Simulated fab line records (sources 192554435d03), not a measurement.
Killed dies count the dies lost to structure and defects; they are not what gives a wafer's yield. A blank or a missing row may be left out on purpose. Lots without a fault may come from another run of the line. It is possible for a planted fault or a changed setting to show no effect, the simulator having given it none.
A lot that was struck, set against a sound lot    flow n5 finfet    19 out of 1938 route steps
Sound: wafers L163.1, L163.3, L163.4. The struck wafers were L176.1, L176.2, L176.3. The cause is named last.
For every step that has rows: the tool of each side, followed by ch and its chambers, followed by its first start. Under that, the readings that differ: sound wafers    struck wafers    difference of the means    sigmas: that difference in standard deviations of wafers without a fault.
alike: same words and numbers on both sides, and readings whose means sit less than 2 such deviations apart. not compared: any withheld reading, any reading some wafer has no value for, any bound like >300 that may hide the same value, and any number with overlapping values for which the record gives no deviation.
A row with sigmas, a row that says differs or no value, or rows on one side alone: a step with any of these is where the two part. Numbers that have no deviation but don't overlap get no sigmas and don't part them. A reading that every wafer of one side lacks parts them only if that side has two wafers or more.

first, 7 steps without rows for these wafers: N5_BEOL_M0_CUTY_COAT_50 (time 60 s, resist thk 15 nm); N5_BEOL_M0_CUTY_COAT_51 (resist thk 150 nm); N5_BEOL_M0_CUTY_EBR_52; N5_BEOL_M0_CUTY_SOFTBAKE_53 (time 60 s); N5_BEOL_M0_CUTY_EXPOSE_54 (exposes mask M0 ABLK); N5_BEOL_M0_CUTY_PEB_55 (peb time 60 s); N5_BEOL_M0_CUTY_DEVELOP_56 (develop time 30 s).
N5_BEOL_M0_CUTY_CD_MEAS_57 targets a cd of 200 nm.
  sound on cd sem-01 ch 0, day 7 23:31; struck on cd sem-02 ch 0, day 10 22:32
  alike: cd nm
N5_BEOL_M0_CUTY_OVL_MEAS_58:
  sound on overlay-02 ch 0, day 7 23:32; struck on overlay-01 ch 0, day 10 22:34
  alike: M0_ABLK_OVL
N5_BEOL_M0_CUTY_INSPECT_59: inspects for defects (macro).
  sound on defect inspect-02, day 7 23:34; struck on defect inspect-01, day 10 22:35
  alike: raw defect count
N5_BEOL_M0_CUTY_DESCUM_61: chemistry O2, time 7.9 s.
  sound on rie diel-05 ch 0,2,3, day 8 00:08; struck on rie diel-06 ch 1,2,3, day 10 22:38
  alike: drypump motor current A, oes product au, rf fwd power W, rf vpp V, showerhead plenum p Torr, throttle valve pct
  not compared: rf hours counter h
N5_BEOL_M0_CUTY_ETCH_62: etches SiARC in CF4, time 58.5 s.
  sound on rie diel-05 ch 0,2,3, day 8 00:10; struck on rie diel-06 ch 1,2,3, day 10 22:40
  alike: drypump motor current A, etch rf on time s, oes product au, rf fwd power W, rf vpp V, showerhead plenum p Torr, throttle valve pct
  not compared: rf hours counter h
N5_BEOL_M0_CUTY_ETCH_63: etches SOC in N2/H2, target depth 82.7 nm, overetch 16.5 nm, time 124 s.
  sound on rie diel-05 ch 0,2,3, day 8 00:13; struck on rie diel-06 ch 1,2,3, day 10 22:43
reading                                                sound              struck                difference  sigmas
rf fwd power W (W)                                     835.2 841.8 841.7  1042.5 1040.9 1038.0  +200.9      +72
rf vpp V (V)                                           520.6 523.4 525.9  485.8 491.0 487.8     -35.1       -15
model.SiO2_of_BEOL_M0_SAQP_SPACER2_ALD_26.thk nm (nm)  7.2 7 7.2          6.4 6.6 6.4           -0.7        
  alike: drypump motor current A, oes product au, showerhead plenum p Torr, throttle valve pct
  not compared: rf hours counter h
then, 1 step without rows for these wafers: N5_BEOL_M0_CUTY_STRIP_64 (strips in N2/H2).
N5_BEOL_M0_ETCH_138: etches SiCN in CH3F/O2, target depth 12 nm, time 31.6 s.
  sound on rie diel-05 ch 0,2,3, day 8 00:20; struck on rie diel-06 ch 1,2,3, day 10 22:50
  alike: drypump motor current A, etch rf on time s, oes product au, rf fwd power W, rf vpp V, showerhead plenum p Torr, throttle valve pct
  not compared: rf hours counter h
N5_BEOL_M0_HM_OPEN_105: chemistry Cl2/BCl3, target TiN, target depth 12 nm.
  sound on rie metal-01 ch 0,1, day 8 01:47; struck on rie metal-03 ch 0,1, day 11 00:50
reading                                                sound      struck   difference  sigmas
model.SiO2_of_BEOL_M0_SAQP_SPACER2_ALD_26.thk nm (nm)  3 2.8 2.8  2 2.2 2  -1          
  alike: bcl3 flow sccm, drypump motor current A, oes product au, rf fwd power W, throttle valve pct
  not compared: rf hours counter h
N5_BEOL_M0_STRIP_140: strips in CF4.
  sound on rie diel-06 ch 0,1,3, day 8 01:57; struck on rie diel-05 ch 0,1,3, day 11 01:01
  alike: drypump motor current A, oes product au, rf fwd power W, rf vpp V, showerhead plenum p Torr, throttle valve pct
  not compared: rf hours counter h
-- a jump in the record: the struck wafers' starts before and after are 2 days apart (it breaks off in module BEOL_M0 and resumes in module BEOL_M4, where the first step shown is number 1111 of the route) --
N5_BEOL_M4_RC_MEAS_101:
  sound on prober-01 ch 0, day 10 10:53; struck on prober-01 ch 0, day 13 09:05
  alike: DIBL_N, DIBL_P, IOFF_N, IOFF_P, ION_N, ION_P, SS_N, SS_P, VT_N, VT_P
-- here the record skips 5 days between the struck wafers' starts before and after, leaving off in module BEOL_M4 and picking up in module PASSIVATION (first step shown: number 1936 of the route) --
N5_PASSIVATION_PROBE_49:
  only the struck wafers here have rows in the record (prober-02, day 18 03:18); the sound ones have none

## WHERE THEY PART
Last at N5_PASSIVATION_PROBE_49 as far as this record goes, first at N5_BEOL_M0_CUTY_ETCH_63.

WHY: whatever the simulator had introduced
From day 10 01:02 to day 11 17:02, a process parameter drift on rie diel-06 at N5_BEOL_M0_CUTY_ETCH_63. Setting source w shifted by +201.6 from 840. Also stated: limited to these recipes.
